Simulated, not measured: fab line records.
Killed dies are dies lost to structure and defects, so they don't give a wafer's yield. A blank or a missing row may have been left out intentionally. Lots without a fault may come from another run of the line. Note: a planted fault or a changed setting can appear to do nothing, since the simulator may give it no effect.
The tool behind it: which one? -- flow nand-harc -- Sampling: 13 lots, 38 wafers, 3 of 1159 route steps

WHAT THE GAUGES SHOWED, per wafer
NHARC_P_M0_THK_MEAS_24: measures by xrf. Usual: thk-nm at 117.2 nm, with a standard deviation of 1.5.
lot,measured,on,thk-nm (nm),flag
L162,day 5 17:31,film-metro-01,116.6 116.0 117.9,
L163,day 6 07:14,film-metro-01,119.0 112.9 116.8,
L164,day 6 07:43,film-metro-01,119.2 116.4 118.6,
L165,day 6 08:41,film-metro-02,115.1 115.7 116.3,
L166,day 6 18:53,film-metro-02,117.8 115.6 115.6,
L167,day 6 19:33,film-metro-02,117.3 116.5 117.6,
L168,day 7 13:02,film-metro-01,116.5 114.3 115.2,
L169,day 7 13:34,film-metro-02,113.7 118.1 117.0,
L171,day 8 16:00,film-metro-01,116.9 118.5,
L175,day 9 12:29,film-metro-02,118.9 119.6 120.7,
L179,day 10 04:16,film-metro-01,118.5 117.1 116.7,
L181,day 10 06:55,film-metro-01,118.1 115.4 118.7,
L185,day 11 10:13,film-metro-02,118.6 115.9 116.8,

EACH LOT AND THE TOOL THAT RAN IT (in order: tool; ch and the chambers of the sampled wafers; start)
lot,NHARC_P_CONTACT_CMP_24,NHARC_P_M0_DEGAS_28
L162,"cmp-03 ch 0,2,3, day 5 13:42","pvd-sputter-01, day 5 16:06"
L163,"cmp-04 ch 0,1,3, day 6 03:22","pvd-sputter-02, day 6 05:51"
L164,"cmp-01 ch 0,2,3, day 6 03:55","pvd-sputter-03, day 6 06:19"
L165,"cmp-01 ch 0,2, day 6 04:50","pvd-sputter-01, day 6 07:16"
L166,"cmp-01 ch 0,2,3, day 6 15:02","pvd-sputter-02, day 6 17:28"
L167,"cmp-01 ch 0,3, day 6 15:45","pvd-sputter-01, day 6 18:08"
L168,"cmp-03 ch 0,1, day 7 09:04","pvd-sputter-02, day 7 11:38"
L169,"cmp-01 ch 0,1,3, day 7 09:33","pvd-sputter-03, day 7 12:09"
L171,"cmp-03 ch 0, day 8 12:10","pvd-sputter-03, day 8 14:37"
L175,"cmp-03 ch 0,1, day 9 08:46","pvd-sputter-02, day 9 11:04"
L179,"cmp-04 ch 0,2,3, day 10 00:08","pvd-sputter-03, day 10 02:34"
L181,"cmp-01 ch 1,2,3, day 10 03:14","pvd-sputter-01, day 10 05:31"
L185,"cmp-04 ch 1,2, day 11 06:07","pvd-sputter-01, day 11 08:49"
- NHARC_P_CONTACT_CMP_24: polishes, t overpolish 30 s, target thk 200 nm.
- NHARC_P_M0_DEGAS_28: time 60 s.

WHAT THE TOOLS THEMSELVES READ (means of the sampled wafers that have a number; where no wafer has one, the mark that the record gives instead)
NHARC_P_CONTACT_CMP_24. Usual: motor-current-A 12.2 A, standard deviation 1.3; overpolish-run-s 30.002 s, standard deviation 0.0094; time-to-endpoint-s 39.8 s, standard deviation 2.7.
lot,tool,motor-current-A (A),overpolish-run-s (s),time-to-endpoint-s (s),flag
L162,cmp-03,11.7,30.000,43.1,
L163,cmp-04,12.6,30.000,42.3,
L164,cmp-01,12.2,30.007,40.3,
L165,cmp-01,13.9,30.002,39.0,
L166,cmp-01,12.2,30.004,39.4,
L167,cmp-01,11.0,30.000,42.7,
L168,cmp-03,11.4,30.000,44.1,
L169,cmp-01,11.8,29.998,40.9,
L171,cmp-03,10.9,29.996,40.0,
L175,cmp-03,11.4,30.001,40.4,
L179,cmp-04,13.0,30.000,40.2,
L181,cmp-01,11.8,30.002,39.3,
L185,cmp-04,13.0,30.005,35.7,

NHARC_P_M0_DEGAS_28. Usual: heater-power-w at 327 W, with a standard deviation of 20.
lot,tool,heater-power-w (W),flag
L162,pvd-sputter-01,329,
L163,pvd-sputter-02,325,
L164,pvd-sputter-03,326,
L165,pvd-sputter-01,341,
L166,pvd-sputter-02,336,
L167,pvd-sputter-01,322,
L168,pvd-sputter-02,322,
L169,pvd-sputter-03,313,
L171,pvd-sputter-03,338,
L175,pvd-sputter-02,335,
L179,pvd-sputter-03,325,
L181,pvd-sputter-01,339,
L185,pvd-sputter-01,334,

THE ANSWER, worked out from the rows above alone
Rule: a lot is off if the mean of its wafers that have a number lies more than 3 standard deviations from the usual mean. Also off: a lot with no number at a reading for which 4 or more lots have one. All remaining lots with rows at the step are treated as sound. The gauges are gone through in route order, then the tools' own readings, and for those a lot's mean is taken as printed above. At the first step where some lot is off, the reading lying furthest off is the one used; lots without a number count as furthest.
None of the lots is off at any reading shown; this tells nothing.

WHAT HAD BEEN PUT IN BY THE SIMULATOR
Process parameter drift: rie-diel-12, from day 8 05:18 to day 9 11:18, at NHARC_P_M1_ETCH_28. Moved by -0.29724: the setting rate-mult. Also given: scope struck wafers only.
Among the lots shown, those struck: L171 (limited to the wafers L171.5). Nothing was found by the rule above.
